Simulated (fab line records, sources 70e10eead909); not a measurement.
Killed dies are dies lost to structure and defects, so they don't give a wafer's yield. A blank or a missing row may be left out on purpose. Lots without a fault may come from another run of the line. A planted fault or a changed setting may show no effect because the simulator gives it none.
Which tool did it? | flow nand_harc | 12 lots, 36 wafers sampled, at 6 steps of a route of 1159

WHAT THE GAUGES READ, wafer by wafer
NHARC_A_CHANNEL_HOLE_D1_INSPECT_40.
lot  | measured     | on                | raw_defect_count
L141 | day 9 00:40  | defect_inspect-01 | 64 42 83
L142 | day 9 03:25  | defect_inspect-01 | 54 66 82
L143 | day 9 09:17  | defect_inspect-02 | 64 59 28
L145 | day 9 20:40  | defect_inspect-01 | 90 43 59
L147 | day 10 05:10 | defect_inspect-02 | 58 71 387
L156 | day 12 14:36 | defect_inspect-02 | 36 42 43
L157 | day 12 18:46 | defect_inspect-02 | 78 79 100
L158 | day 12 19:38 | defect_inspect-02 | 62 71 66
L163 | day 13 14:19 | defect_inspect-01 | 58 44 70
L160 | day 13 16:00 | defect_inspect-01 | 100 82 77
L161 | day 13 20:11 | defect_inspect-01 | 81 84 85
L164 | day 14 08:53 | defect_inspect-02 | 49 63 54

NHARC_END_SORT_01.
lot  | measured     | on        | killed_at_array | killed_at_other | killed_at_periphery | killed_dies | killed_open | killed_short
L147 | day 21 00:37 | prober-02 | 20 25 104       | 1 1 0           | 1 1 0               | 22 27 104   | 1 3 1       | 1 1 0

WHICH TOOL RAN EACH LOT (tool, then ch and the chambers of the sampled wafers, then the start)
lot  | NHARC_A_CHANNEL_HOLE_D1_ETCH_38    | NHARC_A_CHANNEL_FILL_D1_ALD_02   | NHARC_A_CHANNEL_FILL_D1_ETCHBACK_08           | NHARC_A_CHANNEL_FILL_D1_CMP_10
L141 | rie_diel-06 ch 1,2, day 8 17:53    | ald_hk-01 ch 1,2,3, day 9 02:33  | rie_diel-01 ch 0,2,3, day 11 03:15 or earlier | cmp-04 ch 1,2, day 11 03:15
L142 | rie_diel-12 ch 0,1, day 8 20:37    | ald_hk-01 ch 0,1,3, day 9 03:41  | rie_diel-05 ch 0,1,2, day 11 03:10 or earlier | cmp-01 ch 2,3, day 11 03:10
L143 | rie_diel-02 ch 0,1,2, day 9 02:27  | ald_hk-02 ch 1,2,3, day 9 10:57  | rie_diel-13 ch 0,3, day 11 09:56 or earlier   | cmp-04 ch 1,2, day 11 09:56
L145 | rie_diel-02 ch 0,1,2, day 9 13:53  | ald_hk-04 ch 2,3, day 9 20:52    | rie_diel-13 ch 0,2,3, day 11 23:32 or earlier | cmp-01 ch 0,3, day 11 23:32
L147 | rie_diel-06 ch 0,1,2, day 9 21:50  | ald_hk-02 ch 1,2,3, day 10 05:29 | rie_diel-13 ch 0,1,3, day 12 06:45 or earlier | cmp-01 ch 1,2, day 12 06:45
L156 | rie_diel-02 ch 1,2,3, day 12 07:49 | ald_hk-01 ch 0,1,3, day 12 15:04 | rie_diel-13 ch 0,1,2, day 14 14:21 or earlier | cmp-01 ch 2,3, day 14 14:21
L157 | rie_diel-12 ch 1,2,3, day 12 09:44 | ald_hk-04 ch 0,2, day 12 18:58   | rie_diel-13 ch 0,1, day 14 21:03 or earlier   | cmp-04 ch 0,1,2, day 14 21:03
L158 | rie_diel-02 ch 1,3, day 12 11:20   | ald_hk-04 ch 0,1, day 12 19:54   | rie_diel-05 ch 1,3, day 14 21:04 or earlier   | cmp-02 ch 0,2, day 14 21:04
L163 | rie_diel-02 ch 0,1, day 13 07:29   | ald_hk-01 ch 1,2, day 13 14:30   | rie_diel-01 ch 0,1,3, day 15 16:45 or earlier | cmp-02 ch 0,3, day 15 16:45
L160 | rie_diel-06 ch 0,2, day 13 09:02   | ald_hk-01 ch 0,1,2, day 13 16:14 | rie_diel-01 ch 0,2,3, day 15 20:37 or earlier | cmp-04 ch 0,1,2, day 15 20:37
L161 | rie_diel-12 ch 2,3, day 13 10:57   | ald_hk-02 ch 0,1,3, day 13 20:31 | rie_diel-13 ch 0,3, day 15 20:28 or earlier   | cmp-04 ch 1,2,3, day 15 20:28
L164 | rie_diel-12 ch 1,3, day 14 02:05   | ald_hk-02 ch 0,2, day 14 09:04   | rie_diel-13 ch 1,2, day 16 09:34 or earlier   | cmp-02 ch 1,3, day 16 09:34
- NHARC_A_CHANNEL_HOLE_D1_ETCH_38: etches the open film in CF4, target depth 39 nm, time 65 s.
- NHARC_A_CHANNEL_FILL_D1_ALD_02: deposits SiO2, target thk 6 nm, pulse time 10 s, ald cycles 60.
- NHARC_A_CHANNEL_FILL_D1_ETCHBACK_08: etches the open film in C4F8, target depth 220 nm, time 110 s.
- NHARC_A_CHANNEL_FILL_D1_CMP_10: polishes, target thk 150 nm.

WHAT THE TOOLS THEMSELVES READ (means of the sampled wafers that have a number; where no wafer has one, the mark that the record gives instead)
NHARC_A_CHANNEL_HOLE_D1_ETCH_38.
lot  | tool        | drypump_motor_current_A (A) | oes_product_au (a.u.) | rf_vpp_V (V) | showerhead_plenum_p_Torr (Torr) | throttle_valve_pct (%)
L141 | rie_diel-06 | 5.5                         | 0.999                 | 152.3        | 1.81                            | 13.279
L142 | rie_diel-12 | 5.5                         | 0.992                 | 151.2        | 1.79                            | 13.284
L143 | rie_diel-02 | 5.9                         | 0.994                 | 151.7        | 1.82                            | 13.283
L145 | rie_diel-02 | 5.9                         | 0.996                 | 152.4        | 1.82                            | 13.288
L147 | rie_diel-06 | 6.0                         | 0.999                 | 150.5        | 1.74                            | 13.282
L156 | rie_diel-02 | 5.8                         | 1.003                 | 151.4        | 1.79                            | 13.279
L157 | rie_diel-12 | 5.8                         | 0.995                 | 151.7        | 1.82                            | 13.290
L158 | rie_diel-02 | 5.7                         | 0.988                 | 152.1        | 1.78                            | 13.282
L163 | rie_diel-02 | 6.0                         | 0.989                 | 151.4        | 1.82                            | 13.285
L160 | rie_diel-06 | 5.6                         | 1.001                 | 151.8        | 1.81                            | 13.291
L161 | rie_diel-12 | 6.1                         | 0.983                 | 151.1        | 1.77                            | 13.286
L164 | rie_diel-12 | 5.9                         | 0.981                 | 151.2        | 1.76                            | 13.281

NHARC_A_CHANNEL_FILL_D1_ALD_02.
lot  | tool      | heater_power_w (W) | precursor_pulse_height_rel
L141 | ald_hk-01 | 451                | 1.005
L142 | ald_hk-01 | 461                | 1.008
L143 | ald_hk-02 | 515                | 1.023
L145 | ald_hk-04 | 463                | 1.008
L147 | ald_hk-02 | 516                | 1.000
L156 | ald_hk-01 | 461                | 0.997
L157 | ald_hk-04 | 456                | 1.006
L158 | ald_hk-04 | 453                | 1.022
L163 | ald_hk-01 | 410                | 0.981
L160 | ald_hk-01 | 428                | 0.987
L161 | ald_hk-02 | 462                | 1.006
L164 | ald_hk-02 | 511                | 1.007

NHARC_A_CHANNEL_FILL_D1_ETCHBACK_08.
lot  | tool        | oes_product_au (a.u.) | rf_vpp_V (V)
L141 | rie_diel-01 | 1.00                  | 439.1
L142 | rie_diel-05 | 0.93                  | 440.2
L143 | rie_diel-13 | 0.92                  | 441.3
L145 | rie_diel-13 | 0.92                  | 440.4
L147 | rie_diel-13 | 0.99                  | 440.8
L156 | rie_diel-13 | 0.93                  | 440.6
L157 | rie_diel-13 | 0.93                  | 440.7
L158 | rie_diel-05 | 0.93                  | 439.8
L163 | rie_diel-01 | 1.00                  | 441.7
L160 | rie_diel-01 | 1.00                  | 442.6
L161 | rie_diel-13 | 0.92                  | 440.4
L164 | rie_diel-13 | 0.92                  | 439.8

NHARC_A_CHANNEL_FILL_D1_CMP_10.
lot  | tool   | motor_current_A (A) | slurry_filter_dp_kPa (kPa) | slurry_flow_ml_min | time_to_endpoint_s (s)
L141 | cmp-04 | 11.2                | 13.47                      | 150.1              | 17.1
L142 | cmp-01 | 10.4                | 13.42                      | 150.1              | 11.1
L143 | cmp-04 | 11.8                | 13.68                      | 149.9              | 16.8
L145 | cmp-01 | 12.2                | 13.68                      | 150.1              | 14.6
L147 | cmp-01 | 13.2                | 13.59                      | 149.9              | 14.7
L156 | cmp-01 | 10.9                | 13.51                      | 150.5              | 13.0
L157 | cmp-04 | 12.7                | 13.54                      | 149.9              | 12.6
L158 | cmp-02 | 11.8                | 13.37                      | 150.0              | 15.3
L163 | cmp-02 | 12.2                | 13.59                      | 150.0              | 15.7
L160 | cmp-04 | 12.0                | 13.42                      | 150.1              | 14.2
L161 | cmp-04 | 12.2                | 13.49                      | 149.9              | 12.0
L164 | cmp-02 | 12.5                | 13.50                      | 150.4              | 13.3

THE ANSWER, worked out from the rows above alone
Rule: what is usual is taken from the lots themselves. Put in order of their means at a reading, lots are off if they are a third of the lots or fewer, leave a main group of 4 or more, and stand apart from it by a gap of 3 or more times the standard deviation of the main group's means; of several such gaps the widest counts. A main group whose means are all the same, to the digits that the tables above print for the reading, isn't used. A lot without any number at a reading at which 4 lots or more have one is off too. The other lots that the step has rows for count as sound. The gauges are gone through in route order, then the tools' own readings, and for those a lot's mean is taken as printed above. The first step at which some lot is off is used, and at that step the reading that is off furthest; a lot without a number counts as furthest.
Off: L147, at NHARC_A_CHANNEL_HOLE_D1_INSPECT_40 (raw_defect_count). The main group: mean 65, standard deviation 14.
A tool fits if, at a process step before that reading, it ran every lot that is off, and no sound lot after the first of them. The gauges at NHARC_A_CHANNEL_HOLE_D1_INSPECT_40 aren't tried: what is off there is off at NHARC_A_CHANNEL_FILL_D1_ETCHBACK_08 too, on other tools, and a gauge's error can't cause that. None of those tried fits.

WHAT THE SIMULATOR HAD PUT IN
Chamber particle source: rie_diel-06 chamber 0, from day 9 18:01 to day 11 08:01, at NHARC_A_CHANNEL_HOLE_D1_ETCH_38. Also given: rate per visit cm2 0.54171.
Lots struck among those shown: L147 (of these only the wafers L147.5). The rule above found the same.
